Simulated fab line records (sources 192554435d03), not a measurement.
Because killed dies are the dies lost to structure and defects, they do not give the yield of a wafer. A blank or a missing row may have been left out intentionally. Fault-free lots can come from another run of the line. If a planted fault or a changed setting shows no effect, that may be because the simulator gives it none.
Matching of chambers | flow n5 finfet | 3 sister chambers for N5_BEOL_M2_ILD_DEP_00 on pecvd-01
The step deposits SiOC from DEMS/O2, target thk 79 nm, time 15.3 s. 3 wafers are shown with their chamber, then 12 later ones without.

## WAFERS, EACH WITH ITS CHAMBER
wafer  | chamber | heater power w (W)
L084.4 | 2       | 646
L087.1 | 1       | 537
L087.5 | 0       | 456

## WAFERS WHOSE CHAMBER IS MISSING
wafer  | heater power w (W)
L088.2 | 418
L088.4 | 427
L088.5 | 443
L093.1 | 416
L093.4 | 752
L093.6 | 412
L094.2 | 445
L094.4 | 544
L094.5 | 660
L097.1 | 482
L097.5 | 702
L097.6 | 467

## WHICH CHAMBER EACH ONE RAN IN
wafer  | from the rows above     | in truth
L088.2 | can't be placed: 0 or 1 | 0
L088.4 | can't be placed: 0 or 1 | 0
L088.5 | can't be placed: 0 or 1 | 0
L093.1 | can't be placed: 0 or 1 | 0
L093.4 | 2                       | 2
L093.6 | can't be placed: 0 or 1 | 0
L094.2 | can't be placed: 0 or 1 | 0
L094.4 | can't be placed: 1 or 0 | 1
L094.5 | 2                       | 2
L097.1 | can't be placed: 0 or 1 | 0
L097.5 | 2                       | 2
L097.6 | can't be placed: 0 or 1 | 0
Correct placement for 3 of the 12. From these rows, 9 cannot be placed; in 9 the true chamber is one of the candidates. 0 placed wrongly.
How it was worked out, from the rows above alone: a wafer's distance from a chamber is the root of the sum, over the readings, of the square of ((its reading less the chamber's mean) divided by the reading's scatter). If the next closest chamber is less than 2 further off than the closest, the wafer can't be placed; otherwise it belongs to the closest. Each chamber's mean is taken over the wafers shown for it. The scatter (one wafer shown for each chamber): square how far every hidden wafer sits from the nearest shown wafer, average those squares and take the square root.
